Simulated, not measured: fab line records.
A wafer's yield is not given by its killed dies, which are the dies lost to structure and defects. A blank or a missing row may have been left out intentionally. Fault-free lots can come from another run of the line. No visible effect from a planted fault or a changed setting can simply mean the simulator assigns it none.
fab line records / flow n5_finfet
[record] lots = 4 wafers = 12 last_day = 17
route steps=1938 shown PMOS_HMC_CHANNEL_EPI@58 FIN_SAQP@90 PASSIVATION@1936
lots that met no fault: taken from a fault-free run of the same line
start_h: hours from the record's first day to the start of the lot's first wafer shown / wait_h: time in hours since the lot's previous step / " repeats the value in the row above / L1.1+2: one row covering several wafers at once / - value missing, or start not given / * or withheld: withheld / < > ~ a bound
route shown NAME@n: a module of which the file shows steps, and the number in the route of the first / usual: mean/standard deviation of fault-free wafers / same: alike in all rows / chamber/n: place in a boat / sites: readings site by site / _std_site: their standard deviation / _edge_site: mean of outer sites minus mean of inner sites / radius_mm: for every site, how far away it sits from the centre of the wafer / mask NAME#n: copy n / behind: the tool/chamber that last shaped the wafer / hold: reason for holding the lot/hours on hold/outcome of the hold / device: which transistor (n, p or np) failed to switch / end of line: tests of these same wafers at the route's end / for a step that has no rows: nothing shown but its recipe / killed: at the first sort, the dies lost to defects and structure; wafer yield is something else / map: a wafer's dies, marking killed ones x, the rest . and places with no die _
set.NAME: the run value of the setting; set.NAME@STEP: its run value at that earlier step / model.NAME: the simulator's own value behind a step, which no gauge read
lots at selected steps of the route; one table per step, one row per wafer
services: the hour from which a tool's chamber was out of use, counted from the record's first day as start_h (under 0 if before that day), plus the number of hours and why
[[steps]]
[step N5_PMOS_HMC_CHANNEL_EPI_COAT_31]
[recipe] resist = BARC temp_c = 205 time_s = 60 spin_rpm = 1500 resist_thk_nm = 66
[step N5_PMOS_HMC_CHANNEL_EPI_COAT_03]
[recipe] resist = CAR-ArF-block spin_rpm = 1500 resist_thk_nm = 205
[step N5_PMOS_HMC_CHANNEL_EPI_EBR_05]
[recipe] solvent = PGMEA ebr_width_mm = 1.5
[step N5_PMOS_HMC_CHANNEL_EPI_SOFTBAKE_04]
[recipe] temp_c = 110 time_s = 60 resist = CAR-ArF-block
[step N5_PMOS_HMC_CHANNEL_EPI_EXPOSE_06]
[recipe] mask_id = PMOS_HMC_BLK na = 1.35 source_shape = conventional sigma_outer = 0.8 polarization = unpolarized target_cd_nm = 240 dose_mj = 41
[step N5_PMOS_HMC_CHANNEL_EPI_PEB_07]
[recipe] peb_temp_c = 110 peb_time_s = 60 resist = CAR-ArF-block
[step N5_PMOS_HMC_CHANNEL_EPI_DEVELOP_08]
[recipe] develop_time_s = 30 developer = TMAH resist = CAR-ArF-block dev_temp_c = 23 rinse_liquid = diw dry = air_spin
[step N5_PMOS_HMC_CHANNEL_EPI_DESCUM_14]
[recipe] chemistry = O2 time_s = 7.9 source_power_w = 50 bias_power_w = 20 pressure_mtorr = 20 rf_frequency_hz = 2.712e+07 temp_c = 40 resist = CAR-ArF-block o2_flow_sccm = 225
[step N5_PMOS_HMC_CHANNEL_EPI_ETCH_32]
[recipe] chemistry = N2/H2 target = BARC stop_on = SiO2 target_depth_a = 858 over_etch_frac = 0.3 time_s = 50.3 ion_energy_ev = 200 mask_material = CAR-ArF-block pressure_mtorr = 30 source_w = 840 bias_w = 150 n2_flow_sccm = 200 h2_flow_sccm = 200
[step N5_PMOS_HMC_CHANNEL_EPI_HM_OPEN_15]
[recipe] chemistry = CHF3/O2 target = SiO2 mask_material = CAR-ArF-block target_depth_a = 406 CHF3_flow_sccm = 50 O2_flow_sccm = 5 Ar_flow_sccm = 200 time_s = 20.3 pressure_mtorr = 30 source_w = 650 bias_w = 170 ion_energy_ev = 200
[usual] drypump_motor_current_A = 5.5/0.49 oes_product_au = 0.75/0.072 rf_vpp_V = 527/14 showerhead_plenum_p_Torr = 2.40/0.077 throttle_valve_pct = 19.0/0.3
lot.wafer=L875.1 tool=rie_diel-04 chamber=0 start_h=23.51 wait_h=0.0 drypump_motor_current_A=5.6 oes_product_au=0.72 rf_hours_counter_h=203 rf_vpp_V=512 showerhead_plenum_p_Torr=2.38 throttle_valve_pct=19.2
lot.wafer=L875.2 tool=rie_diel-04 chamber=2 start_h=23.51 wait_h=0.0 drypump_motor_current_A=6.1 oes_product_au=0.71 rf_hours_counter_h=176 rf_vpp_V=526 showerhead_plenum_p_Torr=2.51 throttle_valve_pct=19.3
lot.wafer=L875.5 tool=rie_diel-04 chamber=1 start_h=23.51 wait_h=0.0 drypump_motor_current_A=6.5 oes_product_au=0.85 rf_hours_counter_h=- rf_vpp_V=557 showerhead_plenum_p_Torr=2.42 throttle_valve_pct=18.4
lot.wafer=L877.2 tool=rie_diel-04 chamber=1 start_h=36.47 wait_h=0.0 drypump_motor_current_A=6.5 oes_product_au=0.83 rf_hours_counter_h=66 rf_vpp_V=558 showerhead_plenum_p_Torr=2.41 throttle_valve_pct=18.4
lot.wafer=L877.4 tool=rie_diel-04 chamber=3 start_h=36.47 wait_h=0.0 drypump_motor_current_A=5.3 oes_product_au=0.74 rf_hours_counter_h=166 rf_vpp_V=531 showerhead_plenum_p_Torr=2.52 throttle_valve_pct=18.8
lot.wafer=L877.6 tool=rie_diel-04 chamber=0 start_h=36.47 wait_h=0.0 drypump_motor_current_A=5.6 oes_product_au=0.72 rf_hours_counter_h=- rf_vpp_V=512 showerhead_plenum_p_Torr=2.38 throttle_valve_pct=19.2
lot.wafer=L891.1 tool=rie_diel-04 chamber=3 start_h=119.29 wait_h=0.0 drypump_motor_current_A=5.3 oes_product_au=0.72 rf_hours_counter_h=191 rf_vpp_V=531 showerhead_plenum_p_Torr=2.51 throttle_valve_pct=18.9
lot.wafer=L891.3 tool=rie_diel-04 chamber=2 start_h=119.29 wait_h=0.0 drypump_motor_current_A=6.1 oes_product_au=0.70 rf_hours_counter_h=205 rf_vpp_V=524 showerhead_plenum_p_Torr=2.50 throttle_valve_pct=19.3
lot.wafer=L891.5 tool=rie_diel-04 chamber=3 start_h=119.29 wait_h=0.0 drypump_motor_current_A=5.3 oes_product_au=0.72 rf_hours_counter_h=- rf_vpp_V=531 showerhead_plenum_p_Torr=2.51 throttle_valve_pct=18.9
lot.wafer=L894.1 tool=rie_diel-04 chamber=2 start_h=138.13 wait_h=0.0 drypump_motor_current_A=6.1 oes_product_au=0.70 rf_hours_counter_h=210 rf_vpp_V=524 showerhead_plenum_p_Torr=2.50 throttle_valve_pct=19.3
lot.wafer=L894.2 tool=rie_diel-04 chamber=3 start_h=138.13 wait_h=0.0 drypump_motor_current_A=5.3 oes_product_au=0.72 rf_hours_counter_h=196 rf_vpp_V=532 showerhead_plenum_p_Torr=2.51 throttle_valve_pct=18.8
lot.wafer=L894.3 tool=rie_diel-04 chamber=0 start_h=138.13 wait_h=0.0 drypump_motor_current_A=5.6 oes_product_au=0.70 rf_hours_counter_h=238 rf_vpp_V=512 showerhead_plenum_p_Torr=2.36 throttle_valve_pct=19.3
[step N5_PMOS_HMC_CHANNEL_EPI_STRIP_33]
[recipe] chemistry = N2/H2 power_w = 500 temp_c = 40 pressure_mtorr = 50 rf_frequency_hz = 6e+07 overash_fraction = 0.3 bias_power_w = 8 h2_frac = 0.5 n2_flow_sccm = 300 h2_flow_sccm = 300
[step N5_PMOS_HMC_CHANNEL_EPI_STRIP_17]
[recipe] chemistry = SPM time_s = 750 temp_c = 130 h2so4_h2o2_vol_ratio = 4 dry = ipa_marangoni
[step N5_PMOS_HMC_CHANNEL_EPI_ETCH_38]
[recipe] chemistry = CF4 target = SiO2 target_depth_a = 15 ion_energy_ev = 350 pressure_mtorr = 10 icp_w = 800 bias_w = 400 cf4_flow_sccm = 80
[step N5_PMOS_HMC_CHANNEL_EPI_FIN_RECESS_16]
[recipe] chemistry = HBr/Cl2 target = Si mask_material = SiO2 target_depth_a = 540 time_s = 18 pressure_mtorr = 10 icp_w = 800 bias_w = 75 HBr_flow_sccm = 150 Cl2_flow_sccm = 80
[step N5_PMOS_HMC_CHANNEL_EPI_PRECLEAN_36]
[recipe] chemistry = O3/DIW time_s = 45 temp_c = 22 o3_ppm = 10
[step N5_PMOS_HMC_CHANNEL_EPI_PRECLEAN_18]
[recipe] chemistry = DHF time_s = 30 temp_c = 25 dilution = withheld
[step N5_PMOS_HMC_CHANNEL_EPI_SRD_19]
[recipe] dry = ipa_marangoni do_ppb = 5 time_s = 30 temp_c = 23 rinse_liquid = diw
[step N5_PMOS_HMC_CHANNEL_EPI_EPI_20]
[recipe] material = SiGe30 mask_material = SiO2 pressure_torr = 20 target_thk_a = 590 temp_c = 600
[step N5_PMOS_HMC_CHANNEL_EPI_HM_STRIP_35]
[recipe] chemistry = dHF temp_c = 25 material = SiO2 target = SiO2 target_depth_a = 396 time_s = 216
[step N5_PMOS_HMC_CHANNEL_EPI_SRD_39]
[recipe] dry = ipa_marangoni time_s = 30 temp_c = 23 rinse_liquid = diw
[step N5_PMOS_HMC_CHANNEL_EPI_CMP_21]
[recipe] material = SiGe30 post_cmp_clean = alkaline_brush target_thk_nm = 54
[step N5_PMOS_HMC_CHANNEL_EPI_PRECLEAN_40]
[recipe] chemistry = DHF time_s = 30 temp_c = 25 dilution = withheld
[step N5_PMOS_HMC_CHANNEL_EPI_PRECLEAN_37]
[recipe] chemistry = O3/DIW time_s = 45 temp_c = 22 o3_ppm = 10
[step N5_PMOS_HMC_CHANNEL_EPI_PRECLEAN_24]
[recipe] chemistry = DHF time_s = 30 temp_c = 25 dilution = withheld
[step N5_PMOS_HMC_CHANNEL_EPI_SRD_25]
[recipe] dry = ipa_marangoni do_ppb = 5 time_s = 30 temp_c = 23 rinse_liquid = diw
[step N5_PMOS_HMC_CHANNEL_EPI_EPI_26]
[recipe] material = Si target_thk_a = 38 temp_c = 650 precursor = SiH4/H2 pressure_torr = 20 time_s = 22.7
[step N5_FIN_SAQP_PRECLEAN_42]
[recipe] chemistry = O3/DIW time_s = 60 temp_c = 22 o3_ppm = 10
[step N5_FIN_SAQP_PRECLEAN_00]
[recipe] chemistry = SC1 time_s = 60 temp_c = 55 mix = 1:2:50
[step N5_FIN_SAQP_PRECLEAN_44]
[recipe] chemistry = SC2 time_s = 45 temp_c = 35 mix = 1:1:50
[step N5_FIN_SAQP_SRD_01]
[recipe] dry = ipa_marangoni time_s = 30 temp_c = 23 rinse_liquid = diw
[step N5_FIN_SAQP_ALD_61]
[recipe] material = SiO2 target_thk_a = 40 temp_c = 300 ald_precursor_family = BDEAS ald_co_reactant = O2-plasma pulse_time_s = 1 purge_time_s = 2 co_reactant_purge_time_s = 2 ald_cycles = 43 pressure_torr = 2
[step N5_FIN_SAQP_DENSIFY_62]
[recipe] temp_c = 700 time_s = 60 ambient = N2 idle_temp_c = 600 ramp_up_c_per_s = 150 ramp_down_c_per_s = 60 cool_to_c = 600
[step N5_FIN_SAQP_HM_DEP_03]
[recipe] material = SiNx target_thk_a = 380 temp_c = 400 precursor = SiH4/NH3/N2 pressure_torr = 1.5 rf_w = 300 time_s = 33.6
[step N5_FIN_SAQP_PECVD_47]
[recipe] material = a-Si target_thk_a = 450 temp_c = 400 precursor = SiH4/He pressure_torr = 3 rf_w = 100 time_s = 36.3
[step N5_FIN_SAQP_PECVD_48]
[recipe] material = SiNx target_thk_a = 250 temp_c = 400 precursor = SiH4/NH3/N2 pressure_torr = 1.5 rf_w = 300 time_s = 22.1
[step N5_PASSIVATION_PROBE_49]
[usual] defect_limited_yield = 90.5/1.7 killed_at_M0_to_M3 = 37/12 killed_at_M4_up = 14/5.2 killed_at_contacts = 12/5.9 killed_at_front_end = 45/14 killed_at_other = 3.5/2.8 killed_dies = 112/21 killed_on_rim = 15/4.5 killed_open = 73/15 killed_short = 36/8.9 sort_bin_5_function = 5.6/1.2 sort_bin_6_memory = 3.5/0.68 sort_n_pass = 1068/21 sort_yield_pct = 90.5/1.8
[same] gross_dies = 1180 killed_at_back_side = 0 sort_bin_4_leakage[%] = 0 sort_bin_8_speed[%] = 0
lot.wafer=L891.3 tool=prober-01 chamber=- start_h=379.71 wait_h=0.5 defect_limited_yield[%]=85.8 killed_at_M0_to_M3=38 killed_at_M4_up=16 killed_at_contacts=20 killed_at_front_end=93 killed_at_other=1 killed_dies=168 killed_on_rim=30 killed_open=56 killed_short=45 sort_bin_5_function[%]=8.7 sort_bin_6_memory[%]=3.1 sort_n_pass=1012 sort_yield_pct[%]=85.8
lot.wafer=L894.1 tool=prober-01 chamber=- start_h=401.99 wait_h=0.0 defect_limited_yield[%]=85.2 killed_at_M0_to_M3=34 killed_at_M4_up=18 killed_at_contacts=16 killed_at_front_end=105 killed_at_other=2 killed_dies=175 killed_on_rim=37 killed_open=67 killed_short=37 sort_bin_5_function[%]=9.2 sort_bin_6_memory[%]=3.8 sort_n_pass=1005 sort_yield_pct[%]=85.2
// killed by level:class
L891.3 PMOS_HMC_CHANNEL_EPI:unspecified=67 BEOL_M0_SAQP:geometric_particle:short=14 MOL_CONTACT_COAG:geometric_particle:open=12 BEOL_M0_SAQP:geometric_particle:open=12 MOL_CONTACT_COAG:geometric_particle:short=8 FIN_SAQP:geometric_particle:short=7 BEOL_M4:geometric_particle:open=6 STI_FIN_REVEAL:geometric_particle:open=4
L894.1 PMOS_HMC_CHANNEL_EPI:unspecified=65 MOL_CONTACT_COAG:geometric_particle:open=14 BEOL_M1:geometric_particle:open=8 BEOL_M0:geometric_particle:open=7 GATE_CUT:geometric_particle:short=6 FIN_SAQP:geometric_particle:short=5 STI_FIN_REVEAL:geometric_particle:open=5 BEOL_M2:geometric_particle:open=5
// map L891.3 (x killed, . not)
_________________xxxx........________________
______________xxxxxxxxx..x......_____________
___________xxxxxxxxxx..............__________
__________xxxxxxxxxxx..............._________
________xxxxxxxxxxxxx......x....x...x._______
_______xxxxxxxxxxxx....................______
______...x.x.xxx..x....................._____
_____.x....xx...x.x..x................x..____
____..x............x............x.........___
___........x..............x...x............__
___..x......x....x.................x.......__
__.........x................................_
__...............x.......................x.._
_........x.....xx.x..........x...............
_..x.......x...x..x....x.....................
_..............x....x.................x......
_.....x....xx.....x...................x...xx.
_x................x......x...x...............
_.x........................................xx
_x.....xx......x...............x...x.......xx
_.......x..................x.......x......x..
__.x........................x.......x......._
__...x.x..x..x....x.....x.......x..........._
___....x..x....x...........x..x.x..........__
___..xx.x...x.......x....x............x...x__
____..................x...................___
_____xx......x...................x.......____
______.............x..........x...x....._____
_______..............x.................______
________.............x..x...x.......x._______
__________x........................._________
___________...............x........__________
______________....x............._____________
_________________............________________
// map L894.1 (x killed, . not)
_________________xxxxxx....x.________________
______________xxxxxxxx.........._____________
___________xxxxxxxxxx...........xx.__________
__________xxxxxxxxxx.x...x...x......_________
________xxxxxxxxxxxx......x....x......_______
_______xxxxxxxx.xx.x....xx.............______
______x....xxx.x.x...............x......_____
_____.x.......x.......x...x..xx..........____
____...........x...................x......___
___.........x.....x...........x.......x....__
___x...............x.....x....x........x...__
__......xx.........x........................_
__.............x.......x..........x........._
_.........x...x....x.x.x....................x
_...x..x.........xx........x...xx....x.x..x..
_..x.....x.x..x..x.x........................x
_.x.......x...............x........x....x....
_x...x....x.................x...............x
_x.......x...x..x...........xx...............
_..x....x.....x......x......x....x...........
_........x.......x..............x.x..........
__.............x............................_
__...........x......x......................._
___...x.................x..................__
___...................x...........x.....x.x__
____......x..................x..x........x___
_____.x.....x.....x........x.............____
______.................................._____
_______..............x.................______
________................x...x..x.x..x._______
__________............x.......x..x.._________
___________...x............x.......__________
______________............x....._____________
_________________............________________
[[services]]
tool=rie_diel-04 chamber=3 start_h=21.75 hours=5.6 kind=repair
tool=rie_diel-04 chamber=2 start_h=109.23 hours=1.6 kind=repair
[[key]]
[first_sign] step = N5_PASSIVATION_PROBE_49 reading = killed_at_front_end direction = up sigmas = 3.8 usual = 45 struck = 99
[effect] step = N5_PASSIVATION_PROBE_49 reading = defect_limited_yield direction = down sigmas = 2.9 usual = 90.5 struck = 85.5
[more_kills_born_at] N5_PMOS_HMC_CHANNEL_EPI_HM_OPEN_15@rie_diel-04 = 132
met_at N5_PMOS_HMC_CHANNEL_EPI_HM_OPEN_15
struck_wafers L891.3,L894.1
onset_between 23.51 119.29
[fault] kind = chamber_particle_source tool = rie_diel-04 chamber = 2 onset_h = 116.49 steps = N5_PMOS_HMC_CHANNEL_EPI_HM_OPEN_15 rate_per_visit_cm2 = 1.9505 end_h = 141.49
